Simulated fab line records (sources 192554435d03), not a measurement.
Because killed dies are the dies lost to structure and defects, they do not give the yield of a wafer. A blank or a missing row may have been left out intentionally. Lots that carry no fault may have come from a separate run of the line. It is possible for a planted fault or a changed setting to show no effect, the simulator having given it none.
A struck lot beside a sound one ; flow n5Finfet ; 16 steps out of a route of 1938
Sound: wafers L225.3, L225.4, L225.6. Struck: wafers L245.2, L245.3, L245.4. Last of all comes the cause.
For every step that has rows: the tool of each side, followed by ch and its chambers, followed by its first start. Under that, the readings that differ: sound wafers ; struck wafers ; difference of the means ; sigmas: that difference in standard deviations of wafers without a fault.
alike: same words and numbers on both sides, and readings whose means sit less than 2 such deviations apart. not compared: any withheld reading, any reading some wafer has no value for, any bound like >300 that may hide the same value, and any number with overlapping values for which the record gives no deviation.
The two part at a step that has a row with sigmas, a row that says differs or no value, or rows on one side only. When numbers do not overlap yet have no deviation, they are printed without sigmas and do not part them. A reading missing from all wafers of one side parts the sides only when that side holds two or more wafers.

first, 2 steps without rows for these wafers: N5_BEOL_M3_SPUTTER_92 (material Cu, target thk 4.5 nm, time 8.29 s); N5_BEOL_M3_ANNEAL_93 (time 240 s).
N5_BEOL_M3_SPUTTER_94: material Cu, target thk 4.5 nm, time 8.29 s.
  struck on pvdSputter-02, day 12 18:05; sound on pvdSputter-02, day 7 22:01
  alike: throttleValvePct
N5_BEOL_M3_ANNEAL_95: time 240 s.
  struck on pvdSputter-02, day 12 18:10; sound on pvdSputter-02, day 7 22:05
  alike: heaterPowerW
N5_BEOL_M3_SPUTTER_96: material Cu, target thk 4.5 nm, time 8.29 s.
  struck on pvdSputter-02, day 12 18:19; sound on pvdSputter-02, day 7 22:14
  alike: throttleValvePct
then, 2 steps without rows for these wafers: N5_BEOL_M3_ECD_50 (material Cu, target thk 300 nm); N5_BEOL_M3_ANNEAL_51 (time 90 s).
N5_BEOL_M3_CMP_52: polishes, stops on SiOC, t overpolish 6.8 s, target thk 40 nm.
  sound on cmp-02 ch 0,2, day 7 22:43; struck on cmp-04 ch 1,2,3, day 12 19:13
  alike: barrierFieldEndpointS, motorCurrentA, overpolishRunS, timeToEndpointS
N5_BEOL_M3_THK_MEAS_53: measures by xrf.
  struck on filmMetro-02, day 12 19:29; sound on filmMetro-01, day 7 23:01
  alike: M3_THK
N5_BEOL_M3_PRE_CLEAN_60: time 15 s.
  sound on cvdCo-02 ch 0,2, day 7 23:03; struck on cvdCo-01 ch 0,1,2, day 12 19:31
  alike: heaterPowerW
then, 2 steps without rows for these wafers: N5_BEOL_M3_CO_CAP_55 (material Co, precursor CCTBA/H2, target thk 2 nm, time 102.1 s); N5_BEOL_M3_PRE_CLEAN_56 (time 15 s).
N5_BEOL_M3_DEP_57: deposits SiCN from 3MS/NH3, target thk 8 nm, time 14 s.
  sound on pecvd-01 ch 0,1,2, day 7 23:13; struck on pecvd-01 ch 0,1,2, day 12 19:40
reading;sound;struck;difference;sigmas
model.SiCN_of_BEOL_M3_DEP_57.thkNm (nm);7.8 7.8 8;5.4 5.4 5.2;-2.5;
  alike: showerheadPlenumPTorr, throttleValvePct
N5_BEOL_M3_RS_MEAS_58: a four-point-probe measurement.
  struck on filmMetro-01, day 12 19:44; sound on filmMetro-01, day 7 23:17
  alike: M3_RS
N5_BEOL_M4_RC_MEAS_101:
  sound on prober-01 ch 0, day 8 11:59; struck on prober-02 ch 0, day 13 10:33
  alike: DIBL_N, DIBL_P, IOFF_N, IOFF_P, ION_N, ION_P, SS_N, SS_P, VT_N, VT_P
-- here the record skips 4 days between the struck wafers' starts before and after, leaving off in module BEOL_M4 and picking up in module PASSIVATION (first step shown: number 1936 of the route) --
N5_PASSIVATION_PROBE_49:
  struck on prober-01, day 17 08:40; sound on prober-01, day 13 04:32
  alike: defectLimitedYield, killed_at_M0_to_M3, killed_at_M4_up, killedAtContacts, killedAtFrontEnd, killedAtOther, killedDies, killedOnRim, killedOpen, killedShort, sort_bin_5_function, sort_bin_6_memory, sortNPass, sortYieldPct

WHERE THEY PART
Nowhere in this record.

WHY: what had been put in by the simulator
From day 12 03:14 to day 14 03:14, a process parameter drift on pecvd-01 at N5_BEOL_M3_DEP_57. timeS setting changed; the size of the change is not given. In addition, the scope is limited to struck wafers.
